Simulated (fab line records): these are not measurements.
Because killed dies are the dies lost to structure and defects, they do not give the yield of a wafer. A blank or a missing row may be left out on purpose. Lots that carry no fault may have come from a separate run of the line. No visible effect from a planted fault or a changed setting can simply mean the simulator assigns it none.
Chamber matching / flow nand_harc / rie_diel-02 running NHARC_A_ZERO_WELL_ETCH_19: 4 sister chambers
The step etches the open film in N2/H2, target depth 80 nm, overetch 24 nm, time 87.88 s. 14 wafers are shown with their chamber, then 7 later ones without.

WAFERS WITH THEIR CHAMBER
wafer=L206.2; chamber=2; showerhead_plenum_p_Torr (Torr)=2.13; drypump_motor_current_A (A)=6.2; rf_vpp_V (V)=432.3
wafer=L206.3; chamber=0; showerhead_plenum_p_Torr (Torr)=2.21; drypump_motor_current_A (A)=6.4; rf_vpp_V (V)=435.2
wafer=L206.6; chamber=1; showerhead_plenum_p_Torr (Torr)=2.07; drypump_motor_current_A (A)=6.7; rf_vpp_V (V)=431.2
wafer=L210.2; chamber=1; showerhead_plenum_p_Torr (Torr)=2.06; drypump_motor_current_A (A)=6.6; rf_vpp_V (V)=431.2
wafer=L210.3; chamber=3; showerhead_plenum_p_Torr (Torr)=2.03; drypump_motor_current_A (A)=5.7; rf_vpp_V (V)=430.3
wafer=L210.4; chamber=0; showerhead_plenum_p_Torr (Torr)=2.21; drypump_motor_current_A (A)=6.4; rf_vpp_V (V)=434.6
wafer=L213.1; chamber=0; showerhead_plenum_p_Torr (Torr)=2.21; drypump_motor_current_A (A)=6.3; rf_vpp_V (V)=433.5
wafer=L213.3; chamber=2; showerhead_plenum_p_Torr (Torr)=2.12; drypump_motor_current_A (A)=6.2; rf_vpp_V (V)=433.0
wafer=L213.6; chamber=2; showerhead_plenum_p_Torr (Torr)=2.12; drypump_motor_current_A (A)=6.2; rf_vpp_V (V)=432.5
wafer=L216.1; chamber=3; showerhead_plenum_p_Torr (Torr)=2.03; drypump_motor_current_A (A)=5.7; rf_vpp_V (V)=429.9
wafer=L216.2; chamber=0; showerhead_plenum_p_Torr (Torr)=2.21; drypump_motor_current_A (A)=6.3; rf_vpp_V (V)=433.7
wafer=L216.4; chamber=1; showerhead_plenum_p_Torr (Torr)=2.06; drypump_motor_current_A (A)=6.7; rf_vpp_V (V)=431.1
wafer=L214.3; chamber=0; showerhead_plenum_p_Torr (Torr)=2.21; drypump_motor_current_A (A)=6.4; rf_vpp_V (V)=436.7
wafer=L214.5; chamber=2; showerhead_plenum_p_Torr (Torr)=2.12; drypump_motor_current_A (A)=6.2; rf_vpp_V (V)=431.4

SIGNATURES (averages over the wafers above)
reading=showerhead_plenum_p_Torr; chamber 0=2.2100; chamber 1=2.0633; chamber 2=2.1225; chamber 3=2.0300; scatter within a chamber=0.00376
reading=drypump_motor_current_A; chamber 0=6.360; chamber 1=6.667; chamber 2=6.200; chamber 3=5.700; scatter within a chamber=0.0432
reading=rf_vpp_V; chamber 0=434.740; chamber 1=431.167; chamber 2=432.300; chamber 3=430.100; scatter within a chamber=0.901
Rule: for a wafer and a chamber, the distance is found by dividing, reading by reading, the gap between the wafer's reading and the chamber's mean by the reading's scatter, squaring, summing and taking the root. The wafer belongs to the nearest chamber; if the next one is less than 2 further off, it can't be placed. The scatter: take each reading less its chamber's mean, square it, sum over the shown wafers, divide by the number of wafers less the number of chambers, and take the root.

WAFERS MISSING THEIR CHAMBER
wafer=L214.6; showerhead_plenum_p_Torr (Torr)=2.06; drypump_motor_current_A (A)=6.7; rf_vpp_V (V)=430.3
wafer=L220.1; showerhead_plenum_p_Torr (Torr)=2.21; drypump_motor_current_A (A)=6.4; rf_vpp_V (V)=434.9
wafer=L220.3; showerhead_plenum_p_Torr (Torr)=2.12; drypump_motor_current_A (A)=6.2; rf_vpp_V (V)=433.2
wafer=L220.4; showerhead_plenum_p_Torr (Torr)=2.06; drypump_motor_current_A (A)=6.7; rf_vpp_V (V)=431.4
wafer=L225.1; showerhead_plenum_p_Torr (Torr)=2.12; drypump_motor_current_A (A)=6.2; rf_vpp_V (V)=432.3
wafer=L225.2; showerhead_plenum_p_Torr (Torr)=2.06; drypump_motor_current_A (A)=6.7; rf_vpp_V (V)=431.4
wafer=L225.5; showerhead_plenum_p_Torr (Torr)=2.06; drypump_motor_current_A (A)=6.7; rf_vpp_V (V)=430.7

THE CHAMBER EACH PASSED THROUGH
wafer=L214.6; from the rows above=1; in truth=1
wafer=L220.1; from the rows above=0; in truth=0
wafer=L220.3; from the rows above=2; in truth=2
wafer=L220.4; from the rows above=1; in truth=1
wafer=L225.1; from the rows above=2; in truth=2
wafer=L225.2; from the rows above=1; in truth=1
wafer=L225.5; from the rows above=1; in truth=1
7 of 7 placed correctly. Can't be placed from these rows: 0. Placed wrongly: 0.
